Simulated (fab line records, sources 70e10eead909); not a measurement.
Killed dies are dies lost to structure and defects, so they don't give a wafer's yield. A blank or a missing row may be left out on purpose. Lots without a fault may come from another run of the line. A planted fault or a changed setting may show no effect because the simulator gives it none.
fab line records | flow nand_harc
record lots=13 wafers=39 last_day=25
route steps=1159 shown A_BONDPAD@1081 THIN_TSV@1107 END@1159
lots that met no fault: from a run of the same line without faults
start_h: hours from the record's first day to the start of the lot's first wafer shown | wait_h: hours since the lot's step before | " the same as in the row above | L1.1+2: a row that stands for several wafers | - no value, or no start given | * or withheld: withheld | < > ~ a bound
route shown NAME@n: a module of which the file shows steps, and the number in the route of the first | usual: mean/standard deviation of fault-free wafers | same: alike in all rows | chamber/n: place in a boat | sites: the reading at each site | _std_site: their standard deviation | _edge_site: outer sites' mean less inner sites' | radius_mm: how far each site lies from the wafer's centre | mask NAME#n: copy n | behind: the tool/chamber that last shaped the wafer | hold: why the lot was held/for how many hours/how that ended | device: the transistor (n, p or np) that didn't switch | end of line: the same wafers' tests at the end of the route | a step without rows: its recipe alone | killed: dies lost to structure and defects at the first sort, not the wafer's yield | map: a wafer's dies, x killed, . not, _ none there
set.NAME: the setting as run; set.NAME@STEP: as run at that earlier step | model.NAME: the simulator's own value behind a step, which no gauge read
steps of the route over a sample of lots; a table a step, a row a wafer
services: from which hour (start_h, from the record's first day; less than 0 if before it) a tool's chamber was out of use, for how many hours, and why
## steps
# step NHARC_A_BONDPAD_STRIP_16
# recipe time_s=600 temp_c=30 chemistry=post_etch_residue_remover
# columns lot.wafer tool chamber start_h wait_h
L876.3+6+5 wet_bench-08 5,6,7 415.84 -
L875.3+4+6 wet_bench-08 5,0,1 418.76 -
L877.1+5+2 wet_bench-08 1,2,3 422.50 -
L885.4+5+1 wet_bench-08 6,0,1 459.53 -
L884.2+6+4 wet_bench-08 7,0,1 470.23 -
L890.2+3+6 wet_bench-10 5,6,7 481.07 -
L892.4+2+3 wet_bench-10 2,6,7 510.43 -
L895.1+2+3 wet_bench-10 5,0,1 530.66 -
L893.6+4+5 wet_bench-08 3,5,7 530.96 -
L894.4+3+5 wet_bench-08 0,3,5 539.10 -
L896.4+6+2 wet_bench-10 3,6,0 545.72 -
L897.4+2+3 wet_bench-10 1,2,5 546.65 -
L898.3+2+6 wet_bench-08 1,2,5 563.69 -
# step NHARC_THIN_TSV_DEP_43
# recipe target_thk_a=13285 temp_c=withheld pressure_torr=6.5 rf_w=900 teos_flow_sccm=161.4 flow_sccm=2650 target_thk_nm=1328.5 gas=O2 material=SiO2
# usual flow_sccm=2651/7.8 throttle_valve_pct=15.9/0.5
# columns lot.wafer tool chamber start_h wait_h flow_sccm throttle_valve_pct
L876.3 pecvd-04 1 431.12 - 2652 15.8
L876.6 " 1 " " 2662 15.4
L876.5 " 0 " " 2644 15.5
L875.3 pecvd-04 2 440.32 - 2656 16.3
L875.4 " 0 " " 2646 15.5
L875.6 " 2 " " 2654 15.8
L877.1 pecvd-04 1 441.77 - 2648 15.6
L877.2 " 0 " " 2651 15.5
L877.5 " 2 " " 2647 15.9
L885.1 pecvd-04 1 476.76 - 2650 15.8
L885.4 " 1 " " 2651 15.6
L885.5 " 0 " " 2661 15.5
L884.2 pecvd-04 1 485.49 - 2653 16.0
L884.4 " 1 " " 2647 15.6
L884.6 " 2 " " 2646 16.0
L890.3 pecvd-03 1 494.70 - 2657 15.9
L890.2 " 2 " " 2650 16.5
L890.6 " 2 " " 2658 16.9
L892.3 pecvd-04 2 524.47 - 2645 16.3
L892.2 " 0 " " 2656 15.5
L892.4 " 1 " " 2652 15.9
L893.4 pecvd-02 0 544.31 - 2660 14.7
L893.6 " 1 " " 2648 16.4
L893.5 " 2 " " 2642 16.0
L895.1 pecvd-03 1 545.37 - 2653 15.9
L895.2 " 2 " " 2653 16.7
L895.3 " 0 " " 2643 16.7
L894.3 pecvd-02 1 552.65 - 2654 15.8
L894.5 " 1 " " 2660 16.0
L894.4 " 2 " " 2662 15.8
L896.2 pecvd-02 2 559.69 - 2646 15.9
L896.6 " 0 " " 2644 14.8
L896.4 " 2 " " 2645 16.1
L897.2 pecvd-02 2 560.82 - 2650 15.9
L897.3 " 1 " " 2652 16.5
L897.4 " 0 " " 2649 14.8
L898.3 pecvd-03 2 578.37 - 2648 16.7
L898.2 " 0 " " 2661 16.8
L898.6 " 2 " " 2658 16.9
# step NHARC_THIN_TSV_STRIP_62
# recipe power_w=1500 temp_c=250 time_s=20 chemistry=N2/H2
# usual drypump_motor_current_A=5.60/0.26 heater_power_w=347/48
# columns lot.wafer tool chamber start_h wait_h drypump_motor_current_A heater_power_w rf_hours_counter_h
L876.3 plasma_asher-01 1 434.61 - 5.38 287 -
L876.6 " 1 " " 5.40 289 -
L876.5 " 0 " " 5.76 383 -
L875.3 plasma_asher-01 0 443.73 - 5.73 380 -
L875.4 " 1 " " 5.39 286 -
L875.6 " 1 " " 5.38 284 -
L877.1 plasma_asher-01 0 445.09 - 5.80 377 56
L877.2 " 1 " " 5.37 286 56
L877.5 " 0 " " 5.78 386 -
L885.1 plasma_asher-02 0 480.22 - 5.36 406 40
L885.4 " 0 " " 5.34 417 -
L885.5 " 1 " " 6.02 327 -
L884.2 plasma_asher-01 0 488.99 - 5.72 382 10
L884.4 " 1 " " 5.34 289 -
L884.6 " 1 " " 5.37 290 -
L890.2 plasma_asher-01 0 498.14 - 5.76 371 12
L890.3 " 1 " " 5.39 284 -
L890.6 " 0 " " 5.77 378 -
L892.2 plasma_asher-01 0 528.18 - 5.77 379 24
L892.4 " 0 " " 5.71 386 -
L892.3 " 1 " " 5.43 294 -
L893.4 plasma_asher-02 1 548.08 - 6.01 330 -
L893.5 " 0 " " 5.36 414 -
L893.6 " 1 " " 6.00 325 -
L895.1 plasma_asher-02 1 548.72 - 6.00 330 1
L895.2 " 0 " " 5.35 406 1
L895.3 " 0 " " 5.34 407 -
L894.3 plasma_asher-01 1 556.18 - 5.36 284 -
L894.4 " 0 " " 5.79 379 -
L894.5 " 0 " " 5.76 378 -
L896.2 plasma_asher-01 0 563.25 - 5.74 383 38
L896.4 " 1 " " 5.36 287 -
L896.6 " 1 " " 5.35 287 -
L897.2 plasma_asher-02 1 564.27 - 6.00 334 6
L897.3 " 1 " " 6.03 324 -
L897.4 " 0 " " 5.35 400 -
L898.2 plasma_asher-02 0 581.81 - 5.34 404 11
L898.3 " 0 " " 5.34 408 -
L898.6 " 1 " " 6.02 334 -
# step NHARC_THIN_TSV_PVD_19
# recipe target_thk_a=200 chamber_pressure_pa=5 material=TaN
# usual throttle_valve_pct=29.8/0.78
# columns lot.wafer tool chamber start_h wait_h throttle_valve_pct
L876.3 pvd_sputter-03 - - - 29.7
L876.6 " - " " 30.5
L876.5 " - " " 30.0
L875.3 pvd_sputter-02 - - - 29.2
L875.4 " - " " 29.5
L875.6 " - " " 29.2
L877.2 pvd_sputter-02 - - - 30.3
L877.1 " - " " 29.4
L877.5 " - " " 29.0
L885.4 pvd_sputter-02 - - - 30.4
L885.1 " - " " 29.7
L885.5 " - " " 29.5
L884.2 pvd_sputter-01 - - - 29.4
L884.4 " - " " 31.2
L884.6 " - " " 29.4
L890.3 pvd_sputter-03 - - - 28.9
L890.2 " - " " 30.7
L890.6 " - " " 30.9
L892.4 pvd_sputter-01 - - - 30.1
L892.3 " - " " 29.6
L892.2 " - " " 31.9
L893.4 pvd_sputter-01 - - - 30.1
L893.5 " - " " 30.2
L893.6 " - " " 29.7
L895.2 pvd_sputter-03 - - - 28.8
L895.1 " - " " 28.6
L895.3 " - " " 30.5
L894.4 pvd_sputter-01 - - - 32.1
L894.3 " - " " 30.0
L894.5 " - " " 32.1
L896.4 pvd_sputter-02 - - - 28.9
L896.2 " - " " 29.7
L896.6 " - " " 29.0
L897.3 pvd_sputter-01 - - - 30.1
L897.2 " - " " 29.7
L897.4 " - " " 31.9
L898.2 pvd_sputter-01 - - - 29.4
L898.3 " - " " 29.8
L898.6 " - " " 29.5
# step NHARC_END_SORT_01
# recipe temp_c=25
# usual defect_limited_yield=95.5/1.5 killed_at_array=27/10 killed_at_other=0.6/0.96 killed_at_periphery=3.4/2.7 killed_dies=31/10 killed_open=2.9/1.8 killed_short=1.8/1.4 sort_bin_2_pct=1.4/0.66 sort_bin_3_pct=0.25/0.23 sort_bin_4_pct=2.8/0.94 sort_n_pass=646/10 sort_rim_yield_pct=96.2/2.6 sort_yield_pct=95.5/1.5
# same gross_dies=677 sort_bin_5_pct[%]=0 sort_bin_6_pct[%]=0 sort_bin_7_pct[%]=0 sort_bin_8_pct[%]=0 sort_rim_n_gross=106.00
# columns lot.wafer tool chamber start_h wait_h defect_limited_yield[%] killed_at_array killed_at_other killed_at_periphery killed_dies killed_open killed_short sort_bin_2_pct[%] sort_bin_3_pct[%] sort_bin_4_pct[%] sort_n_pass sort_rim_yield_pct[%] sort_yield_pct[%]
L875.3 prober-01 0 458.94 3.1 97.0 14 1 5 20 1 0 1.2 0 1.8 657 100.0 97.0
L875.4 prober-01 0 459.74 3.4 97.0 14 0 6 20 2 3 1.0 0.15 1.8 657 95.3 97.0
L875.6 prober-01 0 461.35 4.0 97.2 15 0 4 19 4 1 0.7 0 2.1 658 97.2 97.2
L885.1 prober-02 0 492.79 2.5 87.3 82 2 2 86 2 3 5.5 3.40 3.8 591 84.0 87.3
L885.4 prober-02 0 495.20 3.4 83.3 111 0 2 113 1 2 6.8 4.73 5.2 564 93.4 83.3
L885.5 prober-02 0 496.00 3.7 85.2 98 2 0 100 1 0 6.8 3.69 4.3 577 89.6 85.2
L884.2 prober-02 0 502.08 2.8 79.9 135 0 1 136 6 0 8.1 4.87 7.1 541 98.1 79.9
L884.4 prober-02 0 503.67 3.4 84.0 104 1 3 108 2 1 6.4 4.43 5.2 569 82.1 84.0
L884.6 prober-02 0 505.27 4.0 79.9 133 0 3 136 4 1 7.7 5.02 7.4 541 84.0 79.9
L890.3 prober-02 0 511.16 3.1 94.8 34 0 1 35 2 0 2.8 0 2.4 642 91.5 94.8
L892.2 prober-02 0 540.97 2.8 96.0 22 0 5 27 4 2 1.6 0.59 1.8 650 100.0 96.0
L892.3 prober-02 0 541.77 3.1 96.9 18 0 3 21 3 4 1.6 0 1.5 656 98.1 96.9
L892.4 prober-02 0 542.57 3.4 97.3 17 0 1 18 5 0 0.9 0 1.8 659 98.1 97.3
# killed by level:class
L875.3 A_CONTACT:chamber_film_flake=7 A_WL_FILL:chamber_film_flake=3 P_M0:chamber_film_flake=2 P_M0:geometric_particle:open=1 P_STI:chamber_film_flake=1 P_GATE:chamber_film_flake=1 A_CHANNEL_HOLE_D1:chamber_film_flake=1 A_CHANNEL_FILL_D1:chamber_film_flake=1
L875.4 A_CONTACT:chamber_film_flake=5 P_GATE:chamber_film_flake=3 P_M0:geometric_particle:open=1 A_SOURCE_PLATE:geometric_particle:short=1 A_CHANNEL_FILL_D1:geometric_particle:open=1 A_CHANNEL_FILL_D1:geometric_particle:short=1 A_CONTACT:geometric_particle:short=1 P_STI:chamber_film_flake=1
L875.6 A_CHANNEL_HOLE_D1:chamber_film_flake=4 A_STAIRCASE:chamber_film_flake=4 A_CHANNEL_FILL_D1:geometric_particle:open=2 P_STI:chamber_film_flake=2 A_CONTACT:chamber_film_flake=2 P_CONTACT:geometric_particle:short=1 P_M0:geometric_particle:open=1 A_M0:geometric_particle:open=1
L885.1 A_BONDPAD:unspecified=67 A_CHANNEL_HOLE_D1:chamber_film_flake=6 A_STAIRCASE:chamber_film_flake=3 A_CHANNEL_FILL_D1:geometric_particle:short=2 A_BLC:chamber_film_flake=2 P_GATE:geometric_particle:open=1 P_M1:geometric_particle:open=1 STARTING-WAFER:geometric_particle:short=1
L885.4 A_BONDPAD:unspecified=93 A_STAIRCASE:chamber_film_flake=7 A_CHANNEL_HOLE_D1:chamber_film_flake=5 A_BLC:chamber_film_flake=3 P_GATE:geometric_particle:short=2 A_WL_FILL:geometric_particle:open=1 A_ZERO_WELL:chamber_film_flake=1 A_CONTACT:chamber_film_flake=1
L885.5 A_BONDPAD:unspecified=87 A_STAIRCASE:chamber_film_flake=5 A_BLC:chamber_film_flake=3 THIN_TSV:chamber_film_flake=2 A_WL_FILL:geometric_particle:open=1 A_CHANNEL_HOLE_D1:chamber_film_flake=1 A_WL_FILL:chamber_film_flake=1
L884.2 A_BONDPAD:unspecified=92 A_CHANNEL_HOLE_D1:chamber_film_flake=22 A_SLIT:chamber_film_flake=8 A_STAIRCASE:chamber_film_flake=5 A_CONTACT:chamber_film_flake=3 P_M1:geometric_particle:open=1 A_SOURCE_PLATE:geometric_particle:open=1 A_ONON_D1:geometric_particle:open=1
L884.4 A_BONDPAD:unspecified=62 A_CHANNEL_HOLE_D1:chamber_film_flake=21 A_SLIT:chamber_film_flake=16 A_STAIRCASE:chamber_film_flake=2 A_CONTACT:chamber_film_flake=2 P_CONTACT:geometric_particle:open=1 P_M0:geometric_particle:open=1 A_ONON_D1:geometric_particle:short=1
L884.6 A_BONDPAD:unspecified=90 A_SLIT:chamber_film_flake=16 A_CHANNEL_HOLE_D1:chamber_film_flake=15 A_STAIRCASE:chamber_film_flake=4 A_CONTACT:chamber_film_flake=4 P_CONTACT:geometric_particle:open=1 P_M2:geometric_particle:open=1 A_ONON_D1:geometric_particle:short=1
L890.3 A_SLIT:chamber_film_flake=14 A_CHANNEL_HOLE_D1:chamber_film_flake=13 A_STAIRCASE:chamber_film_flake=2 A_CONTACT:chamber_film_flake=2 P_M0:geometric_particle:open=1 A_CHANNEL_FILL_D1:geometric_particle:open=1 A_ZERO_WELL:chamber_film_flake=1 A_BLC:chamber_film_flake=1
L892.2 A_CHANNEL_HOLE_D1:chamber_film_flake=8 A_SLIT:chamber_film_flake=5 A_CONTACT:chamber_film_flake=5 P_M0:geometric_particle:open=2 P_GATE:chamber_film_flake=2 P_M1:geometric_particle:short=1 A_SGD_CUT:geometric_particle:open=1 A_WL_FILL:geometric_particle:short=1
L892.3 A_SLIT:chamber_film_flake=5 A_CHANNEL_HOLE_D1:chamber_film_flake=4 A_CHANNEL_HOLE_D1:geometric_particle:short=2 A_CHANNEL_FILL_D1:chamber_film_flake=2 P_GATE:geometric_particle:open=1 P_M1:geometric_particle:open=1 A_ONON_D1:geometric_particle:short=1 A_CHANNEL_FILL_D1:geometric_particle:short=1
L892.4 A_CHANNEL_HOLE_D1:chamber_film_flake=8 A_SLIT:chamber_film_flake=3 P_CONTACT:geometric_particle:open=1 A_CHANNEL_FILL_D1:geometric_particle:open=1 A_CONTACT:geometric_particle:open=1 A_BLC:geometric_particle:open=1 A_M0:geometric_particle:open=1 A_STAIRCASE:chamber_film_flake=1
## services
# columns tool chamber start_h hours kind
pvd_sputter-02 - 392.14 10.0 pm
pecvd-03 2 395.36 10.0 repair
wet_bench-08 - 406.40 8.0 pm
wet_bench-08 0 414.40 - consumable_replace:bath
wet_bench-08 0 414.40 - consumable_replace:filter
wet_bench-10 - 423.20 8.0 pm
plasma_asher-01 - 454.00 9.0 pm
pvd_sputter-03 - 458.00 10.0 pm
pecvd-03 - 474.10 13.0 pm
pecvd-03 - 495.88 3.1 repair
plasma_asher-02 - 499.57 5.1 repair
pvd_sputter-03 - 508.14 6.9 repair
pvd_sputter-01 - 514.00 10.0 pm
pecvd-02 - 515.25 13.0 pm
pecvd-02 1 528.69 10.7 repair
pvd_sputter-03 - 534.05 5.7 repair
plasma_asher-02 - 537.72 9.0 pm
pecvd-04 - 557.85 13.0 pm
wet_bench-10 - 561.99 4.0 repair
pecvd-02 - 562.33 4.3 repair
pecvd-03 - 564.24 0.5 repair
pvd_sputter-02 - 570.14 10.0 pm
pecvd-04 0 574.61 11.6 repair
plasma_asher-02 - 575.84 1.3 repair
## key
first_sign step=NHARC_END_SORT_01 reading=killed_at_array direction=up sigmas=8.3 usual=27 struck=110
effect step=NHARC_END_SORT_01 reading=defect_limited_yield direction=down sigmas=8.3 usual=95.5 struck=83.3
more_kills_born_at NHARC_A_BONDPAD_STRIP_16@wet_bench-08=491
met_at NHARC_A_BONDPAD_STRIP_16
struck_lots L884,L885
not_acting_at NHARC_THIN_TSV_DEP_43,NHARC_THIN_TSV_STRIP_62,NHARC_THIN_TSV_PVD_19
onset_between 422.50 459.53
fault kind=chamber_particle_source tool=wet_bench-08 chamber=- onset_h=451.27 steps=NHARC_A_BONDPAD_STRIP_16 rate_per_visit_cm2=1.374 end_h=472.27
